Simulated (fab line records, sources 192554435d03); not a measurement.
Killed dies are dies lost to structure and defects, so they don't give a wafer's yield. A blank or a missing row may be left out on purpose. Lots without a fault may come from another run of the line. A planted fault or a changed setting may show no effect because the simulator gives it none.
Which tool did it? | flow n5_finfet | 24 lots, 72 wafers sampled, at 3 steps of a route of 1938

WHAT THE GAUGES READ, wafer by wafer
N5_BEOL_M6_CD_MEAS_11: target cd 38.5 nm. Usual: cd_nm 38.7 nm, standard deviation 0.68.
lot  | measured     | on        | cd_nm (nm)     | flag
L074 | day 8 22:23  | cd_sem-02 | 39.0 39.4 38.5 |
L075 | day 8 22:26  | cd_sem-01 | 39.2 39.0 39.2 |
L076 | day 8 22:55  | cd_sem-02 | 39.5 39.3 39.0 |
L077 | day 9 12:05  | cd_sem-02 | 38.6 39.2 38.2 |
L078 | day 9 16:56  | cd_sem-03 | 38.8 38.4 38.1 |
L080 | day 9 22:14  | cd_sem-03 | 39.1 39.5 38.2 |
L079 | day 10 01:50 | cd_sem-02 | 38.4 38.3 37.7 |
L081 | day 10 09:10 | cd_sem-02 | 38.6 38.7 39.2 |
L083 | day 10 21:37 | cd_sem-01 | 39.4 38.5 38.3 |
L082 | day 10 21:56 | cd_sem-02 | 39.9 38.3 39.3 |
L084 | day 11 00:46 | cd_sem-02 | 39.3 39.5 37.7 |
L085 | day 11 07:59 | cd_sem-01 | 40.2 38.5 39.0 |
L086 | day 11 23:41 | cd_sem-02 | 37.8 37.6 37.1 |
L087 | day 12 07:38 | cd_sem-03 | 39.5 39.1 39.0 |
L089 | day 13 02:02 | cd_sem-03 | 37.9 39.6 39.3 |
L088 | day 13 10:15 | cd_sem-01 | 39.5 38.9 40.0 |
L090 | day 13 15:34 | cd_sem-01 | 38.1 37.9 38.3 |
L091 | day 13 15:51 | cd_sem-01 | 38.2 38.3 38.7 |
L093 | day 13 19:29 | cd_sem-02 | 39.1 38.8 38.6 |
L092 | day 13 20:44 | cd_sem-03 | 38.8 37.8 39.8 |
L094 | day 14 03:23 | cd_sem-01 | 37.9 39.0 38.4 |
L095 | day 14 11:11 | cd_sem-02 | 37.9 37.8 38.2 |
L097 | day 14 19:31 | cd_sem-03 | 39.8 39.6 38.7 |
L096 | day 15 00:47 | cd_sem-01 | 38.4 40.5 38.8 |

WHICH TOOL RAN EACH LOT (tool, then ch and the chambers of the sampled wafers, then the start)
lot  | N5_BEOL_M5_PRE_CLEAN_77          | N5_BEOL_M6_CURE_74
L074 | cvd_co-02 ch 0,1,2, day 8 15:46  | uv_cure-03 ch 0, day 8 16:20
L075 | cvd_co-01 ch 1,2, day 8 19:51    | uv_cure-01 ch 1, day 8 20:25
L076 | cvd_co-02 ch 0,1, day 8 21:26    | uv_cure-03 ch 2, day 8 21:52
L077 | cvd_co-01 ch 0,2, day 9 09:53    | uv_cure-03 ch 0, day 9 10:23
L078 | cvd_co-01 ch 1,2, day 9 14:14    | uv_cure-03 ch 1, day 9 14:38
L080 | cvd_co-01 ch 0,1,2, day 9 20:43  | uv_cure-01 ch 2, day 9 21:05
L079 | cvd_co-01 ch 1,2, day 9 22:53    | uv_cure-01 ch 0, day 9 23:16
L081 | cvd_co-02 ch 0,1,2, day 10 06:37 | uv_cure-02 ch 1, day 10 07:03
L083 | cvd_co-02 ch 0,1,2, day 10 17:47 | uv_cure-01 ch 0, day 10 18:18
L082 | cvd_co-01 ch 0,1, day 10 18:27   | uv_cure-02 ch 0, day 10 18:48
L084 | cvd_co-02 ch 0,1,2, day 10 22:35 | uv_cure-03 ch 2, day 10 23:05
L085 | cvd_co-02 ch 0,1,2, day 11 06:26 | uv_cure-03 ch 1, day 11 06:47
L086 | cvd_co-02 ch 0,1, day 11 19:25   | uv_cure-01 ch 0, day 11 20:46
L087 | cvd_co-01 ch 0,2, day 12 05:45   | uv_cure-03 ch 0, day 12 06:06
L089 | cvd_co-02 ch 1,2, day 13 00:12   | uv_cure-01 ch 0, day 13 00:43
L088 | cvd_co-01 ch 1,2, day 13 06:50   | uv_cure-02 ch 0, day 13 07:14
L090 | cvd_co-01 ch 0,2, day 13 10:08   | uv_cure-01 ch 2, day 13 10:29
L091 | cvd_co-01 ch 0,1,2, day 13 11:15 | uv_cure-02 ch 0, day 13 11:41
L093 | cvd_co-01 ch 0,2, day 13 17:18   | uv_cure-03 ch 2, day 13 17:41
L092 | cvd_co-01 ch 1,2, day 13 19:02   | uv_cure-01 ch 0, day 13 19:25
L094 | cvd_co-02 ch 0,2, day 14 01:55   | uv_cure-03 ch 2, day 14 02:27
L095 | cvd_co-02 ch 1,2, day 14 09:20   | uv_cure-02 ch 0, day 14 09:43
L097 | cvd_co-02 ch 0,2, day 14 17:11   | uv_cure-02 ch 1, day 14 17:42
L096 | cvd_co-01 ch 1,2, day 14 19:37   | uv_cure-01 ch 0, day 14 19:58
- N5_BEOL_M5_PRE_CLEAN_77: time 15 s.
- N5_BEOL_M6_CURE_74: cures SiCOH lowk, time 240 s.

WHAT THE TOOLS THEMSELVES READ (means of the sampled wafers that have a number; where no wafer has one, the mark that the record gives instead)
N5_BEOL_M5_PRE_CLEAN_77. Usual: heater_power_outer_w 18 W, standard deviation 11; heater_power_w 81 W, standard deviation 25.
lot  | tool      | heater_power_outer_w (W) | heater_power_w (W) | flag
L074 | cvd_co-02 | 12                       | 67                 |
L075 | cvd_co-01 | 26                       | 97                 |
L076 | cvd_co-02 | 15                       | 72                 |
L077 | cvd_co-01 | 29                       | 105                |
L078 | cvd_co-01 | 26                       | 100                |
L080 | cvd_co-01 | 22                       | 91                 |
L079 | cvd_co-01 | 26                       | 99                 |
L081 | cvd_co-02 | 12                       | 68                 |
L083 | cvd_co-02 | 12                       | 68                 |
L082 | cvd_co-01 | 18                       | 85                 |
L084 | cvd_co-02 | 12                       | 67                 |
L085 | cvd_co-02 | 12                       | 68                 |
L086 | cvd_co-02 | 21                       | 87                 |
L087 | cvd_co-01 | 25                       | 100                |
L089 | cvd_co-02 | 4                        | 49                 |
L088 | cvd_co-01 | 19                       | 87                 |
L090 | cvd_co-01 | 25                       | 100                |
L091 | cvd_co-01 | 22                       | 93                 |
L093 | cvd_co-01 | 30                       | 108                |
L092 | cvd_co-01 | 26                       | 101                |
L094 | cvd_co-02 | 18                       | 82                 |
L095 | cvd_co-02 | 7                        | 53                 |
L097 | cvd_co-02 | 9                        | 65                 |
L096 | cvd_co-01 | 19                       | 86                 |

N5_BEOL_M6_CURE_74. Usual: lamp_power_pct 52.31 %, standard deviation 0.05; wafer_temp_C_max 387.0, standard deviation 0.91.
lot  | tool       | lamp_power_pct (%) | wafer_temp_C_max | flag
L074 | uv_cure-03 | 52.30              | 387.0            |
L075 | uv_cure-01 | 52.31              | 387.1            |
L076 | uv_cure-03 | 52.33              | 387.6            |
L077 | uv_cure-03 | 52.29              | 387.6            |
L078 | uv_cure-03 | 52.35              | 385.8            |
L080 | uv_cure-01 | 52.32              | 387.6            |
L079 | uv_cure-01 | 52.37              | 386.3            |
L081 | uv_cure-02 | 52.32              | 386.3            |
L083 | uv_cure-01 | 52.31              | 386.5            |
L082 | uv_cure-02 | 52.29              | 388.3            |
L084 | uv_cure-03 | 52.36              | 387.1            |
L085 | uv_cure-03 | 52.27              | 385.9            |
L086 | uv_cure-01 | 52.32              | 386.2            |
L087 | uv_cure-03 | 52.32              | 387.3            |
L089 | uv_cure-01 | 52.33              | 385.9            |
L088 | uv_cure-02 | 52.27              | 387.9            |
L090 | uv_cure-01 | 52.30              | 387.5            |
L091 | uv_cure-02 | 52.32              | 387.5            |
L093 | uv_cure-03 | 52.31              | 387.6            |
L092 | uv_cure-01 | 52.29              | 386.2            |
L094 | uv_cure-03 | 52.31              | 388.0            |
L095 | uv_cure-02 | 52.29              | 388.7            |
L097 | uv_cure-02 | 52.30              | 386.1            |
L096 | uv_cure-01 | 52.33              | 386.3            |

THE ANSWER, worked out from the rows above alone
Rule: a lot is off if the mean of its wafers that have a number lies more than 3 standard deviations from the usual mean. A lot without any number at a reading at which 4 lots or more have one is off too. The other lots that the step has rows for count as sound. The gauges are gone through in route order, then the tools' own readings, and for those a lot's mean is taken as printed above. The first step at which some lot is off is used, and at that step the reading that is off furthest; a lot without a number counts as furthest.
No lot is off at any reading shown: from this, nothing can be told.

WHAT THE SIMULATOR HAD PUT IN
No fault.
